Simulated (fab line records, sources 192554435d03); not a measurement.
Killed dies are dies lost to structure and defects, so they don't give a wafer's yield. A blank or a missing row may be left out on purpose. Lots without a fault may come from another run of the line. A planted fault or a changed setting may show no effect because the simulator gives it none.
Chamber matching | flow n5_finfet | N5_FIN_CUT_DESCUM_13 on rie_diel-03: 4 sister chambers
The step chemistry O2, time 7 s. 8 wafers are shown with their chamber, then 10 later ones without.

WAFERS WITH THEIR CHAMBER
wafer  | chamber | showerhead_plenum_p_Torr (Torr) | throttle_valve_pct (%)
L079.3 | 3       | 2.18                            | 20.38
L084.3 | 1       | 2.10                            | 20.11
L084.5 | 1       | 2.10                            | 20.10
L088.2 | 2       | 2.00                            | 20.43
L088.4 | 0       | 2.03                            | 20.07
L088.5 | 0       | 2.03                            | 20.07
L093.2 | 3       | 2.17                            | 20.41
L093.3 | 2       | 2.00                            | 20.46

WAFERS WITHOUT THEIR CHAMBER
wafer  | showerhead_plenum_p_Torr (Torr) | throttle_valve_pct (%)
L093.5 | 2.17                            | 20.41
L094.1 | 2.09                            | 20.14
L094.5 | 2.00                            | 20.46
L094.6 | 2.09                            | 20.15
L095.1 | 2.17                            | 20.40
L095.4 | 2.09                            | 20.16
L095.5 | 2.09                            | 20.15
L097.2 | 2.02                            | 20.11
L097.3 | 2.09                            | 20.15
L097.5 | 2.00                            | 20.46

WHICH CHAMBER EACH WENT THROUGH
wafer  | from the rows above | in truth
L093.5 | 3                   | 3
L094.1 | 1                   | 1
L094.5 | 2                   | 2
L094.6 | 1                   | 1
L095.1 | 3                   | 3
L095.4 | 1                   | 1
L095.5 | 1                   | 1
L097.2 | 0                   | 0
L097.3 | 1                   | 1
L097.5 | 2                   | 2
Placed correctly: 10 of 10. Can't be placed from these rows: 0. Placed wrongly: 0.
How it was worked out, from the rows above alone: a wafer's distance from a chamber is the root of the sum, over the readings, of the square of ((its reading less the chamber's mean) divided by the reading's scatter). The wafer belongs to the nearest chamber; if the next one is less than 2 further off, it can't be placed. A chamber's mean is the mean of its shown wafers. The scatter: the root of (the sum of the squares of (reading less its chamber's mean) over the shown wafers, divided by (wafers less chambers)).
